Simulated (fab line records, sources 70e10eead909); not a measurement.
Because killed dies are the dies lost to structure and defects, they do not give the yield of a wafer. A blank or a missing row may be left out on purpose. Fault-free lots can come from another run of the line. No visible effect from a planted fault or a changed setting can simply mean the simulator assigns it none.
fab line records | flow nandHarc
record: lots: 5 wafers: 15 lastDay: 32
route steps=1302 shown P_ZERO_WELL@47 P_STI@69
lots untouched by any fault: they come from a run of this same line in which no faults occurred
startH: hours from the record's opening day to when the first of the lot's shown wafers began | waitH: hours since the lot's step before | " same as the row above | L1.1+2: a single row standing in for several wafers | - no value, or no start given | * or withheld: withheld | < > ~ a bound
route shown NAME@n: NAME is a module with steps in the file, n the number in the route of the first one | usual: average and standard deviation across the fault-free wafers | same: alike in all rows | chamber/n: place in a boat | sites: per-site readings | _std_site: their standard deviation | _edge_site: inner sites' mean taken away from outer sites' mean | radiusMm: how far each site lies from the wafer's centre | mask NAME#n: copy n | behind: the most recent tool/chamber to have shaped the wafer | hold: reason for holding the lot/hours on hold/outcome of the hold | device: names the non-switching transistor (n, p or np) | end of line: tests of these same wafers at the route's end | where a step has no rows: the recipe by itself | killed: not the wafer's yield, but the dies lost to structure and defects at the first sort | map: per-die view of a wafer (x killed, . not killed, _ where there is no die)
set.NAME: the setting that was run; set.NAME@STEP: the one run at that earlier step | model.NAME: the simulator's own value behind a step, which no gauge read
lots at selected steps of the route; one table per step, one row per wafer
services: from which hour (startH, from the record's first day; less than 0 if before it) a tool's chamber was out of use, for how many hours, and why
== steps ==
step: NHARC_P_ZERO_WELL_IMPLANT_40
recipe: energyKev: 300 doseCm2: 1e+13 tiltDeg: 7
columns lot.wafer tool chamber startH waitH
L074.2+4+6 implanter-01 0 24.57 0.2
L075.1+5+6 implanter-01 0 34.72 0.3
L081.1+4+5 implanter-02 0 94.41 0.1
L087.3+4+5 implanter-01 0 154.45 0.3
L094.2+3+6 implanter-01 0 224.46 0.1
step: NHARC_P_ZERO_WELL_IMPLANT_59
recipe: energyKev: 120 doseCm2: 5e+12 tiltDeg: 7
columns lot.wafer tool chamber startH waitH
L074.2+4+6 implanter-01 0 24.75 0.2
L075.1+5+6 implanter-01 0 34.90 0.1
L081.1+4+5 implanter-02 0 94.60 0.2
L087.3+4+5 implanter-01 0 154.63 0.2
L094.2+3+6 implanter-01 0 224.64 0.1
step: NHARC_P_ZERO_WELL_IMPLANT_60
recipe: energyKev: 30 doseCm2: 2e+12 tiltDeg: 7
columns lot.wafer tool chamber startH waitH
L074.2+4+6 implanter-01 0 24.92 0.1
L075.1+5+6 implanter-01 0 35.08 0.2
L081.1+4+5 implanter-02 0 94.78 0.2
L087.3+4+5 implanter-01 0 154.81 0.2
L094.2+3+6 implanter-01 0 224.83 0.2
step: NHARC_P_ZERO_WELL_STRIP_41
recipe: timeS: 840 tempC: 130 chemistry: SPM
columns lot.wafer tool chamber startH waitH
L074.6+2+4 wetBench-04 0,3,4 25.12 0.0
L075.5+1+6 wetBench-04 3,4,5 35.31 0.1
L081.4+1+5 wetBench-02 4,0,1 94.99 0.1
L087.3+5+4 wetBench-02 1,2,4 154.97 0.1
L094.2+6+3 wetBench-02 3,4,5 225.03 0.2
step: NHARC_P_ZERO_WELL_DEHYDRATE_44
recipe: tempC: 150 timeS: 120
usual: plateTempC: 149.99/0.14
columns lot.wafer tool chamber startH waitH plateTempC
L074.2 lithoTrack-07 0 25.44 - 150.09
L074.4 " 0 " " 150.10
L074.6 " 0 " " 149.74
L075.1 lithoTrack-02 0 35.63 - 149.88
L075.5 " 0 " " 149.85
L075.6 " 0 " " 149.95
L081.1 lithoTrack-03 0 95.32 - 150.20
L081.4 " 0 " " 150.22
L081.5 " 0 " " 150.23
L087.3 lithoTrack-02 0 155.31 - 149.86
L087.4 " 0 " " 149.66
L087.5 " 0 " " 150.07
L094.2 lithoTrack-02 0 225.34 - 149.95
L094.3 " 0 " " 149.96
L094.6 " 0 " " 150.04
step: NHARC_P_ZERO_WELL_HMDS_45
recipe: timeS: 30
columns lot.wafer tool chamber startH waitH
L074.2+4+6 lithoTrack-07 0 - -
L075.1+5+6 lithoTrack-02 0 - -
L081.1+4+5 lithoTrack-03 0 - -
L087.3+4+5 lithoTrack-02 0 - -
L094.2+3+6 lithoTrack-02 0 - -
step: NHARC_P_ZERO_WELL_COAT_46
recipe: spinRpm: withheld
columns lot.wafer tool chamber startH waitH
L074.2+4+6 lithoTrack-07 0 - -
L075.1+5+6 lithoTrack-02 0 - -
L081.1+4+5 lithoTrack-03 0 - -
L087.3+4+5 lithoTrack-02 0 - -
L094.2+3+6 lithoTrack-02 0 - -
step: NHARC_P_ZERO_WELL_SOFTBAKE_47
recipe: tempC: 122 timeS: 95
usual: plateTempC: 122.01/0.16
columns lot.wafer tool chamber startH waitH plateTempC
L074.2 lithoTrack-07 0 - - 121.80
L074.4 " 0 " " 121.78
L074.6 " 0 " " 121.94
L075.1 lithoTrack-02 0 - - 122.17
L075.5 " 0 " " 122.10
L075.6 " 0 " " 122.21
L081.1 lithoTrack-03 0 - - 122.18
L081.4 " 0 " " 122.46
L081.5 " 0 " " 122.30
L087.3 lithoTrack-02 0 - - 122.26
L087.4 " 0 " " 122.25
L087.5 " 0 " " 122.36
L094.2 lithoTrack-02 0 - - 122.01
L094.3 " 0 " " 122.16
L094.6 " 0 " " 122.30
step: NHARC_P_ZERO_WELL_EBR_48
columns lot.wafer tool chamber startH waitH
L074.2+4+6 lithoTrack-07 0 - -
L075.1+5+6 lithoTrack-02 0 - -
L081.1+4+5 lithoTrack-03 0 - -
L087.3+4+5 lithoTrack-02 0 - -
L094.2+3+6 lithoTrack-02 0 - -
step: NHARC_P_ZERO_WELL_EXPOSE_49
recipe: na: 0.6 targetCdNm: 2000 doseMj: 22.64 maskId: P_HVPW
columns lot.wafer tool chamber startH waitH mask
L074.2+4+6 krfScanner-02 0 25.59 - P_HVPW#0
L075.1+5+6 krfScanner-02 0 35.77 - P_HVPW#0
L081.1+4+5 krfScanner-03 0 95.59 - P_HVPW#0
L087.3+4+5 krfScanner-04 0 155.59 - P_HVPW#0
L094.2+3+6 krfScanner-04 0 225.61 - P_HVPW#0
step: NHARC_P_ZERO_WELL_PEB_50
recipe: pebTempC: 118 pebTimeS: 85
usual: plateTempC: 118.02/0.12
same: pebTimeS: 85
columns lot.wafer tool chamber startH waitH plateTempC
L074.2 lithoTrack-03 0 25.65 0.1 118.03
L074.4 " 0 " " 117.91
L074.6 " 0 " " 118.24
L075.1 lithoTrack-03 0 35.84 0.1 117.98
L075.5 " 0 " " 117.98
L075.6 " 0 " " 117.93
L081.1 lithoTrack-03 0 95.66 0.1 117.87
L081.4 " 0 " " 117.90
L081.5 " 0 " " 118.08
L087.3 lithoTrack-07 0 155.64 0.1 118.11
L087.4 " 0 " " 117.93
L087.5 " 0 " " 118.00
L094.2 lithoTrack-02 0 225.67 0.1 117.84
L094.3 " 0 " " 118.00
L094.6 " 0 " " 117.79
step: NHARC_P_ZERO_WELL_DEVELOP_51
recipe: timeS: 70
columns lot.wafer tool chamber startH waitH
L074.2+4+6 lithoTrack-03 0 - -
L075.1+5+6 lithoTrack-03 0 - -
L081.1+4+5 lithoTrack-03 0 - -
L087.3+4+5 lithoTrack-07 0 - -
L094.2+3+6 lithoTrack-02 0 - -
step: NHARC_P_ZERO_WELL_CD_MEAS_52
recipe: targetCdNm: 2000 landingEnergyEv: 500
usual: cdNm: 2000.3/2.4
columns lot.wafer tool chamber startH waitH cdNm
L074.2 cdSem-02 0 25.74 - 1999.7
L074.4 " 0 " " 1998.9
L074.6 " 0 " " 2002.1
L075.1 cdSem-01 0 35.93 - 1999.9
L075.5 " 0 " " 2002.3
L075.6 " 0 " " 2002.5
L081.1 cdSem-01 0 95.75 - 2003.6
L081.4 " 0 " " 1999.1
L081.5 " 0 " " 1999.1
L087.3 cdSem-02 0 155.74 - 1994.4
L087.4 " 0 " " 1998.5
L087.5 " 0 " " 1997.6
L094.2 cdSem-01 0 225.77 - 2004.9
L094.3 " 0 " " 1999.4
L094.6 " 0 " " 1998.5
step: NHARC_P_ZERO_WELL_HARDBAKE_53
recipe: tempC: 125 timeS: 80
usual: plateTempC: 124.98/0.15
columns lot.wafer tool chamber startH waitH plateTempC
L074.2 lithoTrack-02 0 25.82 - 124.93
L074.4 " 0 " " 124.96
L074.6 " 0 " " 124.78
L075.1 lithoTrack-02 0 36.01 - 125.08
L075.5 " 0 " " 125.13
L075.6 " 0 " " 125.04
L081.1 lithoTrack-07 0 95.83 - 124.70
L081.4 " 0 " " 124.97
L081.5 " 0 " " 125.03
L087.3 lithoTrack-02 0 155.82 - 125.01
L087.4 " 0 " " 125.12
L087.5 " 0 " " 125.20
L094.2 lithoTrack-03 0 225.85 - 125.22
L094.3 " 0 " " 125.20
L094.6 " 0 " " 124.97
step: NHARC_P_ZERO_WELL_DESCUM_54
recipe: timeS: 3 o2FlowSccm: 200 arFlowSccm: 0 biasPowerW: 0 chemistry: O2
usual: drypumpMotorCurrentA: 5.8/0.5 oesProductAu: 1.002/0.012 rfVppV: 57.8/0.92 showerheadPlenumPTorr: 1.90/0.1 throttleValvePct: 11.311/0.0084
same: biasPowerW: 0
columns lot.wafer tool chamber startH waitH drypumpMotorCurrentA oesProductAu rfHoursCounterH rfVppV showerheadPlenumPTorr throttleValvePct
L074.2 rieDiel-09 3 25.93 - 6.4 1.015 17 57.2 1.82 11.320
L074.4 " 0 " " 5.2 1.014 18 58.8 1.86 11.327
L074.6 " 2 " " 5.3 1.012 - 57.9 1.78 11.306
L075.1 rieDiel-09 3 36.11 - 6.4 1.017 21 57.0 1.82 11.299
L075.5 " 1 " " 5.8 0.991 - 57.9 2.07 11.307
L075.6 " 2 " " 5.2 1.001 - 57.0 1.78 11.306
L081.4 rieDiel-08 1 95.91 - 6.2 0.994 28 58.5 1.95 11.325
L081.1 " 3 " " 6.2 1.009 22 58.8 1.82 11.303
L081.5 " 2 " " 5.5 0.969 - 57.2 1.88 11.305
L087.3 rieDiel-09 0 155.89 - 5.2 1.001 0 58.1 1.85 11.327
L087.4 " 1 " " 5.7 0.993 0 57.5 2.06 11.305
L087.5 " 1 " " 5.7 0.983 - 59.2 2.06 11.313
L094.2 rieDiel-09 1 225.99 - 5.8 0.989 22 58.3 2.05 11.313
L094.3 " 0 " " 5.2 1.001 22 56.4 1.84 11.323
L094.6 " 1 " " 5.8 0.987 - 57.7 2.05 11.307
step: NHARC_P_ZERO_WELL_IMPLANT_55
recipe: energyKev: 180 doseCm2: 8e+11 tiltDeg: 7
columns lot.wafer tool chamber startH waitH
L074.2+4+6 implanter-01 0 26.08 0.1
L075.1+5+6 implanter-01 0 36.23 0.1
L081.1+4+5 implanter-01 0 96.06 0.1
L087.3+4+5 implanter-01 0 156.16 0.3
L094.2+3+6 implanter-01 0 226.17 0.2
step: NHARC_P_ZERO_WELL_IMPLANT_61
recipe: energyKev: 30 doseCm2: 5e+11 tiltDeg: 7
columns lot.wafer tool chamber startH waitH
L074.2+4+6 implanter-01 0 26.26 0.1
L075.1+5+6 implanter-01 0 36.41 0.1
L081.1+4+5 implanter-01 0 96.24 0.2
L087.3+4+5 implanter-01 0 156.34 0.1
L094.2+3+6 implanter-01 0 226.35 0.1
step: NHARC_P_ZERO_WELL_STRIP_56
recipe: timeS: 840 tempC: 130 chemistry: SPM
columns lot.wafer tool chamber startH waitH
L074.6+2+4 wetBench-02 6,1,2 26.44 0.0
L075.1+6+5 wetBench-04 3,5,7 36.64 0.2
L081.4+1+5 wetBench-04 0,4,5 96.45 0.1
L087.5+3+4 wetBench-01 7,0,1 156.52 0.1
L094.2+3+6 wetBench-02 7,2,3 226.54 0.2
step: NHARC_P_ZERO_WELL_PRECLEAN_68
recipe: timeS: 60 tempC: 50 bathAgeMin: 0 chemistry: SC1
same: bathAgeMin: 0
columns lot.wafer tool chamber startH waitH
L074.6+2+4 wetBench-02 6,1,2 - -
L075.1+6+5 wetBench-04 3,5,7 - -
L081.4+1+5 wetBench-04 0,4,5 - -
L087.5+3+4 wetBench-01 7,0,1 - -
L094.2+3+6 wetBench-02 7,2,3 - -
step: NHARC_P_ZERO_WELL_SRD_69
columns lot.wafer tool chamber startH waitH
L074.6+2+4 wetBench-02 6,1,2 - -
L075.1+6+5 wetBench-04 3,5,7 - -
L081.4+1+5 wetBench-04 0,4,5 - -
L087.5+3+4 wetBench-01 7,0,1 - -
L094.2+3+6 wetBench-02 7,2,3 - -
step: NHARC_P_ZERO_WELL_RTA_42
recipe: tempC: 1100 timeS: 300
usual: lampPowerPct: 38.3/1.9 lamp_zone_5_pct: 38.3/1.9 lamp_zone_6_pct: 38.3/1.9 lamp_zone_7_pct: 38.7/2 wafer_temp_C_max: 1107.3/2.3
columns lot.wafer tool chamber startH waitH lampPowerPct lamp_zone_5_pct lamp_zone_6_pct lamp_zone_7_pct wafer_temp_C_max
L074.2 rtpAnneal-01 0 26.99 - 36.6 36.6 36.5 36.9 1109.2
L074.4 " 0 " " 36.6 36.6 36.6 36.9 1109.9
L074.6 " 0 " " 36.5 36.7 36.6 36.9 1109.4
L075.1 rtpAnneal-02 0 37.07 - 40.5 40.5 40.4 40.8 1106.4
L075.5 " 0 " " 40.4 40.4 40.4 40.8 1103.8
L075.6 " 0 " " 40.4 40.5 40.5 40.8 1103.7
L081.1 rtpAnneal-01 0 96.90 - 36.5 36.6 36.7 36.9 1107.8
L081.4 " 0 " " 36.6 36.6 36.5 36.9 1107.6
L081.5 " 0 " " 36.6 36.6 36.5 36.9 1111.3
L087.3 rtpAnneal-01 0 157.15 - 36.6 36.5 36.5 37.0 1105.7
L087.4 " 0 " " 36.6 36.6 36.5 37.0 1108.4
L087.5 " 0 " " 36.6 36.6 36.5 36.9 1108.1
L094.2 rtpAnneal-01 0 227.07 - 36.5 36.5 36.4 36.9 1107.1
L094.3 " 0 " " 36.5 36.5 36.4 36.8 1109.8
L094.6 " 0 " " 36.5 36.5 36.4 36.8 1109.9
step: NHARC_P_ZERO_WELL_INSPECT_43
usual: rawDefectCount: 14/6
columns lot.wafer tool chamber startH waitH rawDefectCount
L074.2 defectInspect-01 - 27.56 0.5 12
L074.4 " - " " 14
L074.6 " - " " 18
L075.1 defectInspect-02 - 37.75 0.6 9
L075.5 " - " " 15
L075.6 " - " " 15
L081.1 defectInspect-02 - 97.58 0.6 14
L081.4 " - " " 10
L081.5 " - " " 13
L087.3 defectInspect-01 - 157.61 0.4 13
L087.4 " - " " 7
L087.5 " - " " 10
L094.2 defectInspect-01 - 227.63 0.5 11
L094.3 " - " " 20
L094.6 " - " " 14
step: NHARC_P_STI_ETCH_26
recipe: targetDepthA: 110 chemistry: dHF material: SiO2
columns lot.wafer tool chamber startH waitH
L074.4+6+2 wetBench-09 7,0,3 27.61 0.0
L075.5+1+6 wetBench-09 6,0,1 37.81 0.1
L081.5+4+1 wetBench-09 3,4,0 97.63 0.0
L087.3+5+4 wetBench-03 5,7,1 157.66 0.0
L094.2+6+3 wetBench-03 0,1,3 227.68 0.0
step: NHARC_P_STI_PRECLEAN_27
recipe: timeS: * tempC: 50 bathAgeMin: 0 chemistry: SC1
same: bathAgeMin: 0
columns lot.wafer tool chamber startH waitH
L074.4+6+2 wetBench-09 7,0,3 27.68 0.1
L075.5+1+6 wetBench-09 6,0,1 37.87 0.0
L081.5+4+1 wetBench-09 3,4,0 97.70 0.1
L087.3+5+4 wetBench-03 5,7,1 157.73 0.1
L094.2+6+3 wetBench-03 0,1,3 227.75 0.1
step: NHARC_P_STI_SRD_28
columns lot.wafer tool chamber startH waitH
L074.4+6+2 wetBench-09 7,0,3 - -
L075.5+1+6 wetBench-09 6,0,1 - -
L081.5+4+1 wetBench-09 3,4,0 - -
L087.3+5+4 wetBench-03 5,7,1 - -
L094.2+6+3 wetBench-03 0,1,3 - -
step: NHARC_P_STI_OXIDE_29
recipe: targetThkA: 100 tempC: 900 oxTimeS: 1362 material: SiO2
usual: spikeTcBottomC: 918.3/2.9 spikeTcCentreC: 901.2/1.1 spikeTcLowerC: 900.2/1.1
columns lot.wafer tool chamber startH waitH spikeTcBottomC spikeTcCentreC spikeTcLowerC
L074.2 furnace-01 0 32.63 - 921.2 900.8 900.4
L074.4 " 0 " " 921.5 900.8 900.0
L074.6 " 0 " " 922.2 901.3 900.0
L075.1 furnace-02 0 46.64 - 920.8 900.6 901.0
L075.5 " 0 " " 921.7 901.3 900.3
L075.6 " 0 " " 920.8 900.0 897.7
L081.1 furnace-04 0 101.42 - 914.2 900.7 898.7
L081.4 " 0 " " 914.6 898.6 899.1
L081.5 " 0 " " 914.6 901.5 900.1
L087.3 furnace-01 0 162.92 - 923.4 901.4 901.9
L087.4 " 0 " " 920.8 901.1 901.5
L087.5 " 0 " " 921.4 900.2 902.4
L094.2 furnace-04 0 231.08 - 916.4 901.8 900.0
L094.3 " 0 " " 916.7 901.8 899.4
L094.6 " 0 " " 915.9 901.6 901.0
step: NHARC_P_STI_HM_DEP_30
recipe: targetThkA: 800 tempC: 790 pressureMtorr: 300 timeS: 873 material: Si3N4
usual: spikeTcBottomC: 807.7/2.6 spikeTcCentreC: 790.3/1.3 spikeTcLowerC: 790.3/1.2
columns lot.wafer tool chamber startH waitH spikeTcBottomC spikeTcCentreC spikeTcLowerC
L074.2 lpcvd-02 1 41.25 4.9 810.6 788.7 791.1
L074.4 " 1 " " 810.3 791.6 791.7
L074.6 " 1 " " 810.6 789.2 789.3
L075.1 lpcvd-02 0 53.73 3.5 807.7 790.8 793.1
L075.5 " 0 " " 807.1 791.5 791.5
L075.6 " 0 " " 807.8 789.4 791.1
L081.1 lpcvd-02 0 108.61 3.5 809.3 791.3 792.4
L081.4 " 0 " " 808.3 791.6 791.3
L081.5 " 0 " " 807.2 791.7 791.3
L087.3 lpcvd-02 1 170.09 3.5 810.4 790.5 789.6
L087.4 " 1 " " 811.0 791.5 790.8
L087.5 " 1 " " 812.1 790.8 791.6
L094.2 lpcvd-02 1 238.25 3.5 812.0 791.1 793.2
L094.3 " 1 " " 811.9 791.7 790.8
L094.6 " 1 " " 811.1 791.7 790.1
step: NHARC_P_STI_DEHYDRATE_01
recipe: tempC: 150 timeS: 120
usual: plateTempC: 149.99/0.16
columns lot.wafer tool chamber startH waitH plateTempC
L074.2 lithoTrack-02 0 44.90 0.4 150.18
L074.4 " 0 " " 149.95
L074.6 " 0 " " 150.10
L075.1 lithoTrack-05 0 59.08 0.4 149.90
L075.5 " 0 " " 149.86
L075.6 " 0 " " 149.92
L081.1 lithoTrack-02 0 112.29 0.4 150.05
L081.4 " 0 " " 149.63
L081.5 " 0 " " 149.89
L087.3 lithoTrack-05 0 173.75 0.4 149.95
L087.4 " 0 " " 149.87
L087.5 " 0 " " 150.11
L094.2 lithoTrack-02 0 241.92 0.4 149.77
L094.3 " 0 " " 149.73
L094.6 " 0 " " 150.03
step: NHARC_P_STI_HMDS_02
recipe: timeS: 30
columns lot.wafer tool chamber startH waitH
L074.2+4+6 lithoTrack-02 0 - -
L075.1+5+6 lithoTrack-05 0 - -
L081.1+4+5 lithoTrack-02 0 - -
L087.3+4+5 lithoTrack-05 0 - -
L094.2+3+6 lithoTrack-02 0 - -
step: NHARC_P_STI_COAT_41
recipe: tempC: 200 timeS: 65
usual: plateTempC: 199.98/0.16
columns lot.wafer tool chamber startH waitH plateTempC
L074.2 lithoTrack-02 0 - - 200.04
L074.4 " 0 " " 200.25
L074.6 " 0 " " 199.96
L075.1 lithoTrack-05 0 - - 199.81
L075.5 " 0 " " 199.70
L075.6 " 0 " " 200.04
L081.1 lithoTrack-02 0 - - 200.24
L081.4 " 0 " " 200.11
L081.5 " 0 " " 200.07
L087.3 lithoTrack-05 0 - - 200.13
L087.4 " 0 " " 200.08
L087.5 " 0 " " 199.79
L094.2 lithoTrack-02 0 - - 199.70
L094.3 " 0 " " 199.77
L094.6 " 0 " " 200.18
step: NHARC_P_STI_COAT_03
recipe: spinRpm: 2000 resistThkNm: 600
usual: dispensePressureKPa: 49/4.8
columns lot.wafer tool chamber startH waitH dispensePressureKPa
L074.2 lithoTrack-02 0 - - 44
L074.4 " 0 " " 44
L074.6 " 0 " " 44
L075.1 lithoTrack-05 0 - - 52
L075.5 " 0 " " 52
L075.6 " 0 " " 52
L081.1 lithoTrack-02 0 - - 44
L081.4 " 0 " " 44
L081.5 " 0 " " 44
L087.3 lithoTrack-05 0 - - 52
L087.4 " 0 " " 52
L087.5 " 0 " " 52
L094.2 lithoTrack-02 0 - - 44
L094.3 " 0 " " 44
L094.6 " 0 " " 44
step: NHARC_P_STI_SOFTBAKE_04
recipe: tempC: 125 timeS: 70
usual: plateTempC: 124.98/0.14
columns lot.wafer tool chamber startH waitH plateTempC
L074.2 lithoTrack-02 0 - - 125.12
L074.4 " 0 " " 124.91
L074.6 " 0 " " 125.04
L075.1 lithoTrack-05 0 - - 125.04
L075.5 " 0 " " 124.96
L075.6 " 0 " " 124.80
L081.1 lithoTrack-02 0 - - 124.82
L081.4 " 0 " " 124.83
L081.5 " 0 " " 124.84
L087.3 lithoTrack-05 0 - - 125.01
L087.4 " 0 " " 125.17
L087.5 " 0 " " 125.17
L094.2 lithoTrack-02 0 - - 125.50
L094.3 " 0 " " 125.05
L094.6 " 0 " " 125.33
step: NHARC_P_STI_EBR_05
columns lot.wafer tool chamber startH waitH
L074.2+4+6 lithoTrack-02 0 - -
L075.1+5+6 lithoTrack-05 0 - -
L081.1+4+5 lithoTrack-02 0 - -
L087.3+4+5 lithoTrack-05 0 - -
L094.2+3+6 lithoTrack-02 0 - -
step: NHARC_P_STI_EXPOSE_06
recipe: na: 0.55 targetCdNm: 200 doseMj: 37.69 maskId: P_STI
columns lot.wafer tool chamber startH waitH mask
L074.2+4+6 krfScanner-03 0 45.19 - P_STI#0
L075.1+5+6 krfScanner-04 0 59.36 - P_STI#0
L081.1+4+5 krfScanner-01 0 112.45 - P_STI#0
L087.3+4+5 krfScanner-03 0 174.05 - P_STI#0
L094.2+3+6 krfScanner-04 0 242.21 - P_STI#0
step: NHARC_P_STI_PEB_07
recipe: pebTempC: 128 pebTimeS: 80
usual: plateTempC: 128.03/0.15
same: pebTimeS: 80
columns lot.wafer tool chamber startH waitH plateTempC
L074.2 lithoTrack-07 0 45.25 0.1 128.25
L074.4 " 0 " " 128.21
L074.6 " 0 " " 128.35
L075.1 lithoTrack-02 0 59.43 0.1 127.76
L075.5 " 0 " " 127.84
L075.6 " 0 " " 128.00
L081.1 lithoTrack-02 0 112.52 0.1 127.68
L081.4 " 0 " " 127.96
L081.5 " 0 " " 127.94
L087.3 lithoTrack-05 0 174.11 0.1 128.08
L087.4 " 0 " " 128.27
L087.5 " 0 " " 128.14
L094.2 lithoTrack-05 0 242.27 0.1 128.21
L094.3 " 0 " " 128.31
L094.6 " 0 " " 127.88
step: NHARC_P_STI_DEVELOP_08
recipe: timeS: 50 devTempC: 22
columns lot.wafer tool chamber startH waitH
L074.2+4+6 lithoTrack-07 0 - -
L075.1+5+6 lithoTrack-02 0 - -
L081.1+4+5 lithoTrack-02 0 - -
L087.3+4+5 lithoTrack-05 0 - -
L094.2+3+6 lithoTrack-05 0 - -
step: NHARC_P_STI_CD_MEAS_09
recipe: targetCdNm: 200 landingEnergyEv: 500
usual: cdNm: 200.9/2.3
columns lot.wafer tool chamber startH waitH cdNm
L074.2 cdSem-01 0 45.34 - 202.9
L074.4 " 0 " " 202.4
L074.6 " 0 " " 202.3
L075.1 cdSem-01 0 59.52 - 198.4
L075.5 " 0 " " 201.5
L075.6 " 0 " " 201.7
L081.1 cdSem-03 0 112.61 - 201.9
L081.4 " 0 " " 199.0
L081.5 " 0 " " 201.8
L087.3 cdSem-01 0 174.20 - 197.9
L087.4 " 0 " " 199.5
L087.5 " 0 " " 194.0
L094.2 cdSem-02 0 242.36 - 198.2
L094.3 " 0 " " 202.5
L094.6 " 0 " " 199.1
step: NHARC_P_STI_OVL_MEAS_10
usual: overlayXNm: 2/6.8 overlayYNm: 0/5.6
columns lot.wafer tool chamber startH waitH overlayXNm overlayYNm
L074.2 overlay-02 - 45.43 - -2 -2
L074.4 " - " " -3 -1
L074.6 " - " " -3 -1
L075.1 overlay-01 - 59.60 - 9 8
L075.5 " - " " 9 8
L075.6 " - " " 8 7
L081.1 overlay-02 - 112.69 - 3 1
L081.4 " - " " 4 1
L081.5 " - " " 4 1
L087.3 overlay-01 - 174.28 - 0 -7
L087.4 " - " " -1 -7
L087.5 " - " " -1 -7
L094.2 overlay-01 - 242.45 - 3 -4
L094.3 " - " " 3 -4
L094.6 " - " " 4 -4
step: NHARC_P_STI_INSPECT_11
usual: rawDefectCount: 6/3.1
columns lot.wafer tool chamber startH waitH rawDefectCount
L074.2 defectInspect-01 - 45.46 0.0 7
L074.4 " - " " 11
L074.6 " - " " 12
L075.1 defectInspect-02 - 59.64 0.0 5
L075.5 " - " " 1
L075.6 " - " " 3
L081.1 defectInspect-02 - 112.73 0.0 4
L081.4 " - " " 5
L081.5 " - " " 0
L087.3 defectInspect-02 - 174.32 0.0 4
L087.4 " - " " 5
L087.5 " - " " 10
L094.2 defectInspect-01 - 242.48 0.0 8
L094.3 " - " " 4
L094.6 " - " " 6
step: NHARC_P_STI_HARDBAKE_13
recipe: tempC: 118 timeS: 65
usual: plateTempC: 117.99/0.13
columns lot.wafer tool chamber startH waitH plateTempC
L074.2 lithoTrack-07 0 45.52 0.1 118.29
L074.4 " 0 " " 117.91
L074.6 " 0 " " 118.06
L075.1 lithoTrack-02 0 59.70 0.1 118.10
L075.5 " 0 " " 118.04
L075.6 " 0 " " 118.03
L081.1 lithoTrack-05 0 112.79 0.1 117.86
L081.4 " 0 " " 117.93
L081.5 " 0 " " 118.01
L087.3 lithoTrack-05 0 174.38 0.1 118.06
L087.4 " 0 " " 118.07
L087.5 " 0 " " 117.92
L094.2 lithoTrack-05 0 242.54 0.1 118.16
L094.3 " 0 " " 117.96
L094.6 " 0 " " 117.91
step: NHARC_P_STI_DESCUM_14
recipe: timeS: 3 o2FlowSccm: 200 arFlowSccm: 0 biasPowerW: 0 chemistry: O2
usual: drypumpMotorCurrentA: 5.7/0.4 oesProductAu: 1.003/0.014 rfVppV: 57.7/0.91 showerheadPlenumPTorr: 1.90/0.048 throttleValvePct: 11.311/0.0096
same: biasPowerW: 0
columns lot.wafer tool chamber startH waitH drypumpMotorCurrentA oesProductAu rfHoursCounterH rfVppV showerheadPlenumPTorr throttleValvePct
L074.4 rieDiel-07 0 45.61 - 6.0 1.041 7 57.5 1.84 11.304
L074.2 " 2 " " 5.9 1.023 3 57.8 1.90 11.333
L074.6 " 0 " " 6.0 1.035 - 56.7 1.84 11.299
L075.1 rieDiel-10 1 59.80 - 5.4 0.996 8 58.8 1.89 11.316
L075.6 " 2 " " 5.7 1.001 - 58.0 1.85 11.319
L075.5 " 3 " " 6.4 0.968 - 59.2 2.01 11.322
L081.1 rieDiel-13 3 112.88 - 5.1 1.011 11 56.9 1.90 11.293
L081.4 " 0 " " 5.5 1.009 11 59.3 1.97 11.317
L081.5 " 1 " " 6.4 0.983 - 58.2 1.87 11.307
L087.3 rieDiel-13 0 174.45 - 5.5 0.986 0 56.5 1.96 11.314
L087.4 " 1 " " 6.4 0.997 0 58.1 1.87 11.310
L087.5 " 0 " " 5.5 0.988 - 59.9 1.96 11.308
L094.2 rieDiel-07 1 242.62 - 5.2 1.007 8 57.1 1.91 11.315
L094.3 " 0 " " 6.0 1.024 7 55.2 1.83 11.322
L094.6 " 0 " " 5.9 1.019 - 56.5 1.83 11.324
step: NHARC_P_STI_ETCH_42
recipe: targetDepthA: 800 overetchA: 240 timeS: 61 ionEnergyEv: 200 n2FlowSccm: 150 h2FlowSccm: 150 arFlowSccm: 0 rfW: 400 biasW: 150 chemistry: N2/H2
usual: drypumpMotorCurrentA: 5.6/0.39 oesProductAu: 1.002/0.014 rfVppV: 430.2/1.6 showerheadPlenumPTorr: 2.03/0.053 throttleValvePct: 14.172/0.0095
columns lot.wafer tool chamber startH waitH drypumpMotorCurrentA oesProductAu rfHoursCounterH rfVppV showerheadPlenumPTorr throttleValvePct
L074.4 rieDiel-07 1 45.68 0.1 5.3 0.991 6 429.8 2.04 14.185
L074.2 " 3 " " 5.4 1.017 6 430.4 2.07 14.173
L074.6 " 2 " " 5.9 1.024 - 430.0 2.02 14.170
L075.1 rieDiel-10 3 59.86 0.1 6.4 0.969 9 433.8 2.14 14.149
L075.5 " 3 " " 6.4 0.988 - 433.4 2.14 14.163
L075.6 " 0 " " 5.6 1.012 - 432.3 2.11 14.176
L081.1 rieDiel-13 1 112.95 0.1 6.4 0.975 11 429.2 1.99 14.176
L081.4 " 0 " " 5.5 1.008 11 432.9 2.10 14.183
L081.5 " 2 " " 5.4 0.986 - 430.2 1.99 14.173
L087.3 rieDiel-13 2 174.55 0.1 5.4 0.988 0 428.5 1.98 14.181
L087.4 " 3 " " 5.1 1.003 0 431.5 2.03 14.175
L087.5 " 0 " " 5.5 0.988 - 432.3 2.10 14.163
L094.2 rieDiel-07 1 242.72 0.1 5.2 0.995 8 430.9 2.04 14.167
L094.3 " 0 " " 6.0 1.025 7 428.9 1.95 14.166
L094.6 " 3 " " 5.4 1.013 - 432.2 2.06 14.183
== services ==
columns tool chamber startH hours kind
wetBench-09 - 0.80 8.0 pm
krfScanner-04 - 13.35 4.0 pm
wetBench-03 - 34.40 8.0 pm
krfScanner-04 - 36.37 2.3 repair
rieDiel-09 1 40.75 8.9 repair
wetBench-03 - 50.59 3.0 repair
wetBench-04 - 51.20 8.0 pm
lithoTrack-02 - 52.00 7.0 pm
wetBench-02 - 68.00 8.0 pm
lithoTrack-07 - 76.00 7.0 pm
implanter-01 - 93.68 1.2 repair
lithoTrack-03 - 100.00 7.0 pm
rieDiel-07 - 117.20 9.0 pm
lithoTrack-05 - 124.00 7.0 pm
krfScanner-04 - 131.02 3.1 repair
rieDiel-09 - 143.16 9.0 pm
krfScanner-04 - 154.10 0.2 repair
rieDiel-07 1 159.75 5.5 repair
rieDiel-13 - 165.00 9.0 pm
wetBench-09 - 176.80 8.0 pm
wetBench-02 - 188.06 2.2 repair
wetBench-03 - 210.40 8.0 pm
lithoTrack-02 - 227.00 7.0 pm
wetBench-04 - 227.20 8.0 pm
== key ==
fault none
